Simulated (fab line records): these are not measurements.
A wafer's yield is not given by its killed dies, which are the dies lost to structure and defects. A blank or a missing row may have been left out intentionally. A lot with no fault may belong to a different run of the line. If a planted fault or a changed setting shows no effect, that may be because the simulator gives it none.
A struck lot beside a sound one / flow n5 finfet / 14 steps out of a route of 1938
Sound: the wafers L921.4, L921.5, L921.6. Struck: wafer L905.6 (left out: L905.2, L905.3 of the same lot, which were not struck); the cause appears at the end.
At each step with rows: each side's tool, then ch and its chambers, then its first start. Under that, the readings that differ: sound wafers / struck wafers / difference of the means / sigmas: that difference in standard deviations of wafers without a fault.
alike: words and numbers the same on both sides, and readings whose means are apart by under 2 such deviations; not compared: readings that were withheld, readings missing a value for some wafer, numbers with overlapping values and no deviation given by the record, and bounds like >300 which may hide the same value.
A row with sigmas, a row that says differs or no value, or rows on one side alone: a step with any of these is where the two part. Numbers that don't overlap but have no deviation are shown without sigmas and don't part them. Lack of a reading on every wafer of one side parts them only where that side has two or more wafers.

first, 10 steps without rows for these wafers: N5_DUMMY_GATE_STRIP_38 (strips in N2/H2); N5_DUMMY_GATE_STRIP_39 (strips in N2/H2); N5_DUMMY_GATE_TRIM_49 (chemistry O2, time 29 s, target cd 14 nm); N5_DUMMY_GATE_STRIP_40 (strips in CF4); N5_DUMMY_GATE_ETCH_31 (etches SiO2 in C4F6/O2, target depth 82.5 nm, time 27.5 s); N5_DUMMY_GATE_STRIP_41 (strips in O2); N5_DUMMY_GATE_HM_OPEN_21 (chemistry CH3F/O2, target SiNx, target depth 120 nm, time 171.4 s); N5_DUMMY_GATE_ETCH_32 (etches SiO2 in CF4, target depth 3.5 nm, time 3.9 s); N5_DUMMY_GATE_ETCH_23 (etches poly-Si in HBr/Cl2/O2, target depth 41 nm, time 22.3 s); N5_DUMMY_GATE_ETCH_44 (etches poly-Si in HBr/O2, stops on SiO2, target depth 127.5 nm).
N5_DUMMY_GATE_ETCH_42: etches SiO2 in CHF3/O2, target depth 3.5 nm, time 31 s.
  sound on rie diel-02 ch 1,2,3, day 8 16:47; struck on rie diel-05 ch 3, day 4 18:58
reading=oes product au (a.u.); sound=0.71 0.84 0.84; struck=1.12; difference=+0.32; sigmas=+4
reading=rf fwd power W (W); sound=598.7 594.7 599.5; struck=590.4; difference=-7.2; sigmas=-3
reading=model.etch.depth nm (nm); sound=3.6 3.476 3.584; struck=5.714; difference=+2.161; sigmas=
  alike: bias w, drypump motor current A, rf vpp V, showerhead plenum p Torr, throttle valve pct
  not compared: rf hours counter h
then, 1 step without rows for these wafers: N5_DUMMY_GATE_STRIP_48 (strips in N2/H2, time 20 s).
-- record jumps: 6 days separate the struck wafers' starts on either side; left off in module DUMMY_GATE, taken up again in module BEOL_M4, whose first shown step is the route's number 1111 --
N5_BEOL_M4_RC_MEAS_101:
  sound on prober-01 ch 0, day 14 03:17; struck on prober-01 ch 0, day 10 09:52
reading=IOFF_P (nA/um); sound=0.15 0.15 0.17; struck=0.27; difference=+0.11; sigmas=+3
reading=ION_P (uA/um); sound=453 453 459; struck=473; difference=+18; sigmas=+2
reading=VT_P (mV); sound=-256 -256 -254; struck=-244; difference=+11; sigmas=+3
  alike: DIBL_N, DIBL_P, IOFF_N, ION_N, SS_N, SS_P, VT_N
following that, these wafers have no rows for 1 step: N5_PASSIVATION_PROBE_49.

## WHERE THEY PART
Last at N5_BEOL_M4_RC_MEAS_101 as far as this record goes, first at N5_DUMMY_GATE_ETCH_42.

WHY: whatever the simulator had introduced
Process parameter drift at N5_DUMMY_GATE_ETCH_42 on rie diel-05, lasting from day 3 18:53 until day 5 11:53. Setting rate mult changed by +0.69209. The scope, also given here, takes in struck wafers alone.
